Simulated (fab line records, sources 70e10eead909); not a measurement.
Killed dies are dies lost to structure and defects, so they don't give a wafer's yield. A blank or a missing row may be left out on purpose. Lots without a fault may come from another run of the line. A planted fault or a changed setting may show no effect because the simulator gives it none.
Chamber matching | flow nand_harc | NHARC_A_STAIRCASE_TRIM_12 on rie_diel-10: 4 sister chambers
The step chemistry O2, time 211.2 s. 4 wafers are shown with their chamber, then 11 later ones without.

WAFERS WITH THEIR CHAMBER
wafer  | chamber | drypump_motor_current_A (A)
L083.1 | 2       | 6.3
L084.1 | 3       | 5.2
L084.3 | 1       | 6.7
L086.2 | 0       | 5.5

WAFERS WITHOUT THEIR CHAMBER
wafer  | drypump_motor_current_A (A)
L086.3 | 6.3
L086.4 | 5.2
L093.1 | 5.5
L093.3 | 6.3
L093.5 | 6.3
L092.2 | 6.7
L092.5 | 6.2
L092.6 | 5.2
L097.2 | 5.5
L097.5 | 5.4
L097.6 | 6.7

WHICH CHAMBER EACH WENT THROUGH
wafer  | from the rows above | in truth
L086.3 | 2                   | 2
L086.4 | 3                   | 3
L093.1 | 0                   | 0
L093.3 | 2                   | 2
L093.5 | 2                   | 2
L092.2 | 1                   | 1
L092.5 | 2                   | 2
L092.6 | 3                   | 3
L097.2 | 0                   | 0
L097.5 | 0                   | 0
L097.6 | 1                   | 1
Placed correctly: 11 of 11. Can't be placed from these rows: 0. Placed wrongly: 0.
How it was worked out, from the rows above alone: a wafer's distance from a chamber is the root of the sum, over the readings, of the square of ((its reading less the chamber's mean) divided by the reading's scatter). The wafer belongs to the nearest chamber; if the next one is less than 2 further off, it can't be placed. A chamber's mean is the mean of its shown wafers. The scatter: with one shown wafer a chamber, the root of the mean of the squares of how far each hidden wafer lies from its nearest shown one.
